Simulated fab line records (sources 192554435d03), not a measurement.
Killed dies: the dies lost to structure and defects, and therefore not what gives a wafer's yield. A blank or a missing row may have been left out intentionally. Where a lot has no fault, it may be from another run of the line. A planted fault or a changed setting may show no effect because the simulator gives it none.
Chamber matching / flow n5 finfet / N5_BEOL_M15_CMP_49 on cmp-02 has 4 sister chambers
The step polishes, stops on SiO2, t overpolish 4.9 s, target thk 850 nm. 4 wafers are shown with their chamber, then 12 later ones without.

WAFERS PAIRED WITH THEIR CHAMBERS
wafer=L090.6; chamber=0; motor current A (A)=7.8
wafer=L091.2; chamber=1; motor current A (A)=7.8
wafer=L091.5; chamber=3; motor current A (A)=8.9
wafer=L091.6; chamber=2; motor current A (A)=9.1

WAFERS WHOSE CHAMBER IS MISSING
wafer=L088.2; motor current A (A)=8.4
wafer=L088.3; motor current A (A)=8.7
wafer=L088.6; motor current A (A)=7.6
wafer=L093.2; motor current A (A)=8.0
wafer=L093.4; motor current A (A)=7.6
wafer=L093.6; motor current A (A)=7.5
wafer=L096.2; motor current A (A)=8.3
wafer=L096.5; motor current A (A)=8.7
wafer=L096.6; motor current A (A)=8.0
wafer=L097.1; motor current A (A)=7.8
wafer=L097.5; motor current A (A)=8.1
wafer=L097.6; motor current A (A)=7.7

THE CHAMBER EACH PASSED THROUGH
wafer=L088.2; from the rows above=can't be placed: 3 or 0 or 1 or 2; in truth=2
wafer=L088.3; from the rows above=can't be placed: 3 or 2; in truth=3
wafer=L088.6; from the rows above=can't be placed: 0 or 1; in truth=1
wafer=L093.2; from the rows above=can't be placed: 0 or 1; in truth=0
wafer=L093.4; from the rows above=can't be placed: 0 or 1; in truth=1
wafer=L093.6; from the rows above=can't be placed: 0 or 1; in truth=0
wafer=L096.2; from the rows above=can't be placed: 0 or 1 or 3 or 2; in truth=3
wafer=L096.5; from the rows above=can't be placed: 3 or 2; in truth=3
wafer=L096.6; from the rows above=can't be placed: 0 or 1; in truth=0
wafer=L097.1; from the rows above=can't be placed: 0 or 1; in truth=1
wafer=L097.5; from the rows above=can't be placed: 0 or 1 or 3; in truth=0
wafer=L097.6; from the rows above=can't be placed: 0 or 1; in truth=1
Correct placement for 0 of the 12. Cannot be placed on the basis of these rows: 12; the candidates contain the true chamber in 12. 0 placed wrongly.
How it was worked out, from the rows above alone: a wafer's distance from a chamber is the root of the sum, over the readings, of the square of ((its reading less the chamber's mean) divided by the reading's scatter). The wafer belongs to the nearest chamber; if the next one is less than 2 further off, it can't be placed. A chamber's mean is the mean of its shown wafers. The scatter: root of mean squared gap, hidden wafer to nearest shown wafer, with one shown wafer a chamber.
